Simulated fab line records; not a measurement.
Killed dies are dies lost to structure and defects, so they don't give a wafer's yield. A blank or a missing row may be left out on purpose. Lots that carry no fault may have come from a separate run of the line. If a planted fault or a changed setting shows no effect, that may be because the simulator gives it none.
Which tool did it? | flow n5Finfet | Sampling: 24 lots, 72 wafers, 4 of 1938 route steps

## WHAT THE GAUGES READ, wafer by wafer
N5_BEOL_M4_THK_MEAS_01.
lot  | measured     | on           | M4_ILD_THK (nm)
L074 | day 7 17:07  | filmMetro-01 | 79.9 78.7 79.7
L075 | day 7 22:22  | filmMetro-01 | 80.2 81.3 82.0
L077 | day 9 16:40  | filmMetro-02 | 77.5 77.3 80.7
L078 | day 10 04:28 | filmMetro-02 | 77.2 77.0 79.0
L076 | day 10 12:59 | filmMetro-02 | 80.2 79.1 82.1
L083 | day 10 15:35 | filmMetro-02 | 79.1 80.3 80.4
L081 | day 10 19:29 | filmMetro-01 | 79.2 79.0 79.8
L080 | day 10 19:54 | filmMetro-02 | 79.3 80.9 81.3
L079 | day 10 21:42 | filmMetro-02 | 78.5 79.3 80.0
L082 | day 11 05:53 | filmMetro-01 | 77.8 78.1 79.4
L084 | day 11 08:52 | filmMetro-01 | 78.9 78.9 80.2
L085 | day 11 13:35 | filmMetro-02 | 79.7 80.2 78.4
L088 | day 11 17:54 | filmMetro-02 | 78.7 78.6 80.1
L086 | day 11 19:29 | filmMetro-01 | 76.9 77.1 78.3
L087 | day 12 03:25 | filmMetro-01 | 82.0 81.8 79.7
L091 | day 12 15:57 | filmMetro-02 | 79.6 77.6 78.6
L089 | day 12 22:22 | filmMetro-02 | 78.6 76.7 81.3
L093 | day 13 11:02 | filmMetro-01 | 78.8 79.5 80.5
L090 | day 13 13:55 | filmMetro-02 | 79.3 80.1 81.8
L092 | day 13 16:22 | filmMetro-01 | 77.5 79.2 80.2
L094 | day 13 18:26 | filmMetro-01 | 78.4 80.2 78.8
L095 | day 13 19:48 | filmMetro-01 | 77.7 79.5 80.5
L096 | day 14 00:53 | filmMetro-01 | 81.9 80.1 81.0
L097 | day 14 02:43 | filmMetro-01 | 77.2 78.1 79.0

N5_BEOL_M4_CD_MEAS_35: target cd 18 nm, target cd y 22.4 nm.
lot  | measured     | on       | cdNm (nm)
L074 | day 8 03:38  | cdSem-01 | 18.3 18.6 18.7
L075 | day 8 14:13  | cdSem-03 | 18.1 18.7 18.0
L077 | day 10 07:54 | cdSem-02 | 18.0 18.1 17.5
L078 | day 10 11:53 | cdSem-01 | 18.7 17.8 18.3
L076 | day 10 18:59 | cdSem-03 | 18.0 17.8 18.0
L083 | day 10 22:15 | cdSem-02 | 17.7 17.8 18.5
L081 | day 11 01:33 | cdSem-02 | 18.2 18.2 18.8
L080 | day 11 05:00 | cdSem-03 | 17.8 17.7 17.9
L079 | day 11 12:38 | cdSem-03 | 18.3 18.9 18.2
L082 | day 11 15:14 | cdSem-01 | 17.6 17.9 17.3
L084 | day 12 04:11 | cdSem-01 | 17.9 17.6 18.0
L085 | day 12 07:28 | cdSem-02 | 17.8 18.1 17.3
L088 | day 12 07:51 | cdSem-02 | 17.9 18.5 17.7
L086 | day 12 07:56 | cdSem-02 | 17.5 18.7 18.0
L087 | day 12 16:25 | cdSem-02 | 17.2 18.3 17.8
L091 | day 13 06:43 | cdSem-01 | 17.7 17.3 17.4
L089 | day 13 12:19 | cdSem-01 | 17.2 19.0 18.1
L093 | day 14 01:22 | cdSem-02 | 18.5 17.6 18.5
L090 | day 14 05:56 | cdSem-02 | 17.9 18.1 18.4
L092 | day 14 06:07 | cdSem-03 | 17.9 18.6 18.2
L094 | day 14 10:20 | cdSem-01 | 17.9 18.1 17.9
L095 | day 14 14:32 | cdSem-01 | 17.9 17.7 17.8
L096 | day 15 08:48 | cdSem-02 | 17.4 18.0 17.6
L097 | day 15 09:04 | cdSem-01 | 17.7 18.2 17.5

## WHAT TOOL EACH LOT RAN ON (gives the tool, then ch and the chambers of the sampled wafers, and finally the start)
lot  | N5_BEOL_M3_ANNEAL_93        | N5_BEOL_M4_ETCH_74
L074 | pvdSputter-01, day 7 15:28  | rieDiel-02 ch 1,2,3, day 7 20:07
L075 | pvdSputter-02, day 7 20:47  | rieDiel-03 ch 0,1,2, day 7 23:07
L077 | pvdSputter-03, day 9 15:07  | rieDiel-03 ch 2,3, day 9 18:54
L078 | pvdSputter-01, day 10 02:47 | rieDiel-02 ch 0,2,3, day 10 05:47
L076 | pvdSputter-01, day 10 10:58 | rieDiel-03 ch 1,2,3, day 10 15:54
L083 | pvdSputter-03, day 10 13:48 | rieDiel-02 ch 0,1,3, day 10 16:52
L081 | pvdSputter-03, day 10 17:56 | rieDiel-03 ch 1,2,3, day 10 20:26
L080 | pvdSputter-01, day 10 18:22 | rieDiel-04 ch 0,2,3, day 10 20:47
L079 | pvdSputter-03, day 10 20:10 | rieDiel-04 ch 0,2,3, day 10 23:13
L082 | pvdSputter-01, day 11 04:16 | rieDiel-02 ch 0,1,3, day 11 08:55
L084 | pvdSputter-01, day 11 07:19 | rieDiel-03 ch 0,3, day 11 12:26
L085 | pvdSputter-03, day 11 12:02 | rieDiel-04 ch 0,3, day 11 16:02
L088 | pvdSputter-02, day 11 16:10 | rieDiel-03 ch 1,2,3, day 11 19:17
L086 | pvdSputter-03, day 11 17:56 | rieDiel-02 ch 0,2,3, day 11 22:58
L087 | pvdSputter-02, day 12 01:44 | rieDiel-04 ch 2,3, day 12 04:45
L091 | pvdSputter-03, day 12 14:25 | rieDiel-03 ch 0,3, day 12 17:31
L089 | pvdSputter-03, day 12 20:48 | rieDiel-02 ch 0,2,3, day 13 00:47
L093 | pvdSputter-02, day 13 09:23 | rieDiel-03 ch 1,2, day 13 12:35
L090 | pvdSputter-02, day 13 12:04 | rieDiel-02 ch 0,1,3, day 13 16:07
L092 | pvdSputter-01, day 13 14:48 | rieDiel-02 ch 0,1,2, day 13 19:29
L094 | pvdSputter-02, day 13 16:26 | rieDiel-03 ch 2,3, day 13 19:48
L095 | pvdSputter-01, day 13 18:16 | rieDiel-03 ch 1,2,3, day 13 21:14
L096 | pvdSputter-02, day 13 23:20 | rieDiel-02 ch 0,1,3, day 14 02:17
L097 | pvdSputter-03, day 14 01:11 | rieDiel-02 ch 0,3, day 14 05:22
- N5_BEOL_M3_ANNEAL_93: time 240 s.
- N5_BEOL_M4_ETCH_74: etches underlayer in N2/H2, target depth 6.5 nm, time 5.2 s.

## AS READ BY THE TOOLS THEMSELVES (means over the sampled wafers that have a number; for cases with no such wafer, the mark the record gives instead)
N5_BEOL_M3_ANNEAL_93.
lot  | tool          | heaterPowerW (W)
L074 | pvdSputter-01 | 925
L075 | pvdSputter-02 | 872
L077 | pvdSputter-03 | 865
L078 | pvdSputter-01 | 947
L076 | pvdSputter-01 | 915
L083 | pvdSputter-03 | 828
L081 | pvdSputter-03 | 820
L080 | pvdSputter-01 | 939
L079 | pvdSputter-03 | 839
L082 | pvdSputter-01 | 884
L084 | pvdSputter-01 | 868
L085 | pvdSputter-03 | 877
L088 | pvdSputter-02 | 846
L086 | pvdSputter-03 | 866
L087 | pvdSputter-02 | 831
L091 | pvdSputter-03 | 858
L089 | pvdSputter-03 | 863
L093 | pvdSputter-02 | 819
L090 | pvdSputter-02 | 822
L092 | pvdSputter-01 | 921
L094 | pvdSputter-02 | 770
L095 | pvdSputter-01 | 963
L096 | pvdSputter-02 | 827
L097 | pvdSputter-03 | 868

N5_BEOL_M4_ETCH_74.
lot  | tool       | drypumpMotorCurrentA (A) | etchRfOnTimeS (s) | oesProductAu (a.u.) | rfVppV (V) | showerheadPlenumPTorr (Torr) | throttleValvePct (%)
L074 | rieDiel-02 | 5.5                      | 5.23              | 0.69                | 524.5      | 2.55                         | 17.72
L075 | rieDiel-03 | 5.3                      | 5.23              | 0.65                | 522.6      | 2.49                         | 17.71
L077 | rieDiel-03 | 5.0                      | 5.16              | 0.73                | 525.9      | 2.61                         | 17.73
L078 | rieDiel-02 | 5.8                      | 5.11              | 0.71                | 524.9      | 2.54                         | 17.60
L076 | rieDiel-03 | 5.3                      | 5.37              | 0.64                | 523.4      | 2.53                         | 17.77
L083 | rieDiel-02 | 5.8                      | 5.07              | 0.77                | 524.3      | 2.51                         | 17.71
L081 | rieDiel-03 | 5.3                      | 5.36              | 0.64                | 524.1      | 2.53                         | 17.77
L080 | rieDiel-04 | 6.0                      | 5.23              | 0.70                | 526.3      | 2.65                         | 17.84
L079 | rieDiel-04 | 6.0                      | 5.25              | 0.70                | 526.1      | 2.65                         | 17.84
L082 | rieDiel-02 | 5.8                      | 5.15              | 0.75                | 523.7      | 2.50                         | 17.72
L084 | rieDiel-03 | 4.9                      | 5.08              | 0.75                | 528.0      | 2.65                         | 17.62
L085 | rieDiel-04 | 5.9                      | 5.20              | 0.63                | 526.2      | 2.63                         | 17.98
L088 | rieDiel-03 | 5.3                      | 5.35              | 0.64                | 523.9      | 2.53                         | 17.81
L086 | rieDiel-02 | 5.7                      | 5.11              | 0.69                | 524.3      | 2.54                         | 17.62
L087 | rieDiel-04 | 6.1                      | 5.29              | 0.75                | 526.1      | 2.63                         | 17.80
L091 | rieDiel-03 | 4.9                      | 5.10              | 0.72                | 525.6      | 2.64                         | 17.65
L089 | rieDiel-02 | 5.7                      | 5.18              | 0.68                | 526.0      | 2.53                         | 17.63
L093 | rieDiel-03 | 5.6                      | 5.30              | 0.73                | 522.9      | 2.46                         | 17.63
L090 | rieDiel-02 | 5.8                      | 5.19              | 0.72                | 522.6      | 2.50                         | 17.75
L092 | rieDiel-02 | 5.7                      | 5.20              | 0.69                | 524.0      | 2.55                         | 17.85
L094 | rieDiel-03 | 5.0                      | 5.16              | 0.68                | 526.8      | 2.59                         | 17.78
L095 | rieDiel-03 | 5.3                      | 5.22              | 0.70                | 523.2      | 2.52                         | 17.71
L096 | rieDiel-02 | 5.8                      | 5.16              | 0.72                | 522.6      | 2.50                         | 17.76
L097 | rieDiel-02 | 5.9                      | 5.14              | 0.71                | 522.9      | 2.47                         | 17.56

## THE ANSWER, worked out from the rows above alone
Rule: usual is defined by the lots themselves. The widest of any qualifying gaps counts: lots, ordered by their means at a reading, are off when they make up no more than a third of the lots, leave a main group of 4 or more, and stand apart from it by 3 or more times the standard deviation of that group's means. A main group whose means are all the same, to the digits that the tables above print for the reading, isn't used. A lot without any number at a reading at which 4 lots or more have one is off too. Where the step has rows for the other lots, those lots are counted as sound. The gauges are gone through in route order, then the tools' own readings, and for those a lot's mean is taken as printed above. At the first step where some lot is off, the reading lying furthest off is the one used; lots without a number count as furthest.
No lot is off on any of the readings shown, so nothing can be concluded from this.

## WHAT THE SIMULATOR HAD PUT IN
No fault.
